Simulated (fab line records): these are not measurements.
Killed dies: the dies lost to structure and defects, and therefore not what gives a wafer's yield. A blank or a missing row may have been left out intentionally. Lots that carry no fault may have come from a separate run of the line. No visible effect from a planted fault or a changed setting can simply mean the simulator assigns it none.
Matching of chambers    flow n5-finfet    N5_BEOL_M0_SAQP_ETCH_83 on rie-diel-02: 4 sister chambers
The step etches SiARC in CF4, target depth 39 nm, time 65 s. 14 wafers are shown with their chamber, then 7 later ones without.

## EACH WAFER AND ITS CHAMBER
wafer   chamber  showerhead-plenum-p-Torr (Torr)  etch-rf-on-time-s (s)  drypump-motor-current-A (A)
L075.1  0        2.17                             62.3                   5.9
L075.3  1        2.08                             66.4                   5.7
L075.5  1        2.08                             66.3                   5.7
L076.1  2        2.23                             64.1                   6.0
L076.3  1        2.08                             66.8                   5.7
L076.5  0        2.17                             63.2                   6.0
L083.2  1        2.07                             66.1                   5.7
L083.4  2        2.23                             63.8                   6.0
L083.5  1        2.07                             66.4                   5.7
L087.1  3        2.11                             64.7                   5.7
L087.3  2        2.22                             63.9                   6.0
L087.6  0        2.16                             61.9                   6.0
L092.2  3        2.10                             64.7                   5.8
L092.5  0        2.16                             61.8                   5.9

SIGNATURES (averages over the wafers above)
reading                   chamber 0  chamber 1  chamber 2  chamber 3  scatter within a chamber
showerhead-plenum-p-Torr  2.1650     2.0760     2.2267     2.1050     0.0058
etch-rf-on-time-s         62.300     66.400     63.933     64.700     0.391
drypump-motor-current-A   5.950      5.700      6.000      5.750      0.0387
Rule: a wafer lies at a distance from a chamber equal to the root of the sum of squares, over the readings, of (its reading less the chamber's mean, divided by the reading's scatter). If the next closest chamber is less than 2 further off than the closest, the wafer can't be placed; otherwise it belongs to the closest. How the scatter is found: for the shown wafers, subtract from each reading the mean of its chamber, square and add these, divide the total by (wafers less chambers), then take the root.

## WAFERS MISSING THEIR CHAMBER
wafer   showerhead-plenum-p-Torr (Torr)  etch-rf-on-time-s (s)  drypump-motor-current-A (A)
L092.6  2.06                             67.3                   5.7
L094.1  2.22                             63.8                   6.0
L094.4  2.16                             60.8                   6.0
L094.6  2.10                             64.5                   5.8
L096.1  2.16                             61.2                   5.9
L096.3  2.10                             64.0                   5.8
L096.4  2.22                             64.1                   6.0

## EACH ONE'S CHAMBER
wafer   from the rows above  in truth
L092.6  1                    1
L094.1  2                    2
L094.4  0                    0
L094.6  3                    3
L096.1  0                    0
L096.3  3                    3
L096.4  2                    2
Correct placement for 7 of the 7. From these rows, 0 cannot be placed. Wrongly placed: 0.
